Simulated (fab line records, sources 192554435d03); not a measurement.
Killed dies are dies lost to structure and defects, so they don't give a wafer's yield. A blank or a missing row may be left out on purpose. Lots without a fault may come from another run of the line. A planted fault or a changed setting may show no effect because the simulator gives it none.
Problem report in the 8D (eight disciplines) form, filled by code | flow n5_finfet | the parts of the form that need people (team, actions taken, sign-off) are left out

1. THE PROBLEM
oes_product_au at N5_BEOL_M15_ETCH_57 reads a mean of 1.32 a.u. on 1 wafer of 1 lot; wafers without a fault read 0.80 a.u. with a standard deviation of 0.1. That is +5.2 standard deviations from the usual mean.
The step: etches SOC in N2/H2, time 750 s.
First seen on wafer L747.3, day 14 01:44, on rie_diel-01. The record holds 29 wafers of 12 lots with a number at this step. Rule for "out", or "out of limits": more than 4 standard deviations from the usual mean. The other wafers with a number count as sound.

2. WHAT IT IS AND WHAT IT IS NOT
question                    | is                | is not
which readings at this step | oes_product_au    | drypump_motor_current_A, h2_flow_sccm, rf_vpp_V, showerhead_plenum_p_Torr, throttle_valve_pct
which lots                  | L747              | L738, L740, L741, L744, L746, L748, L750, L753, L757, L758, L760
which wafers of those lots  | L747.3            | L747.2
read on which tools         | rie_diel-01       | rie_diel-02, rie_diel-03
when                        | from day 14 01:44 | up to then (12 sound wafers); but 16 sound wafers of L746, L748, L750, L753, L757, L758, L760 came after

3. SUSPECTS, AND WHAT RULES EACH OUT
Counting: a tool at a process step up to the reading stays a suspect if it ran every lot that is out. Sound lots after the first of them don't rule it out here, since some wafers of a struck lot are sound.
- rie_diel-02 at N5_BEOL_M15_DESCUM_15 (chemistry O2, time 7.9 s): kept. It ran the lot that is out, L747 (day 14 01:08); its last sound lot up to then is L740 (day 12 20:16).
- rie_diel-02 at N5_BEOL_M15_VIA_ETCH_16 (etches SiO2 in C4F8/O2/Ar, target depth 1792.2 nm): kept. It ran the lot that is out, L747 (day 14 01:13); its last sound lot up to then is L740 (day 12 20:21).
- rie_diel-01 at N5_BEOL_M15_ETCH_57 (etches SOC in N2/H2, time 750 s): kept. It ran the lot that is out, L747 (day 14 01:44); its last sound lot up to then is L741 (day 12 21:08). Its own readings are out on those wafers: oes_product_au.
- Within rie_diel-02 at N5_BEOL_M15_DESCUM_15: the wafers that are out ran in chamber 3; their sound lot-mates ran in chamber 0.
- Within rie_diel-02 at N5_BEOL_M15_VIA_ETCH_16: the wafers that are out ran in chamber 3; their sound lot-mates ran in chamber 0.
- Within rie_diel-01 at N5_BEOL_M15_ETCH_57: the wafers that are out ran in chamber 3; their sound lot-mates ran in chamber 0.
Left after counting: rie_diel-02 at N5_BEOL_M15_DESCUM_15, rie_diel-02 at N5_BEOL_M15_VIA_ETCH_16, rie_diel-01 at N5_BEOL_M15_ETCH_57.

4. THE CAUSE (what the simulator had put in)
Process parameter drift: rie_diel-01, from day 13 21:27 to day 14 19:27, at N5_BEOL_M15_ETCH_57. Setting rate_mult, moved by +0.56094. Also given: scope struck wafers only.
Counting left 3 suspects, and this tool is among them.

5. THE CHAIN OF EFFECTS, in route order
Each row: a reading whose mean over the struck wafers that have a number lies more than 3 standard deviations from the usual. Only readings for which the record gives a usual standard deviation are gone through. hours: the time from each lot's start at the first step in this table that gives one to its start at this step, as a median over the lots. sigmas: the change in usual standard deviations.
hours | step                | reading        | usual     | on struck wafers | change | sigmas
0     | N5_BEOL_M15_ETCH_57 | oes_product_au | 0.80 a.u. | 1.32             | +0.52  | +5.2
The process steps in it:
- N5_BEOL_M15_ETCH_57: etches SOC in N2/H2, time 750 s.
Later measuring or inspecting steps at which every struck wafer that the step has a row for has a number for every such reading, and none has moved that far: N5_BEOL_M15_INSPECT_30.

6. WHAT WOULD HAVE CAUGHT IT SOONER
In this record the first reading out of limits was taken at day 14 01:44, 4 hours after the fault began at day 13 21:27.
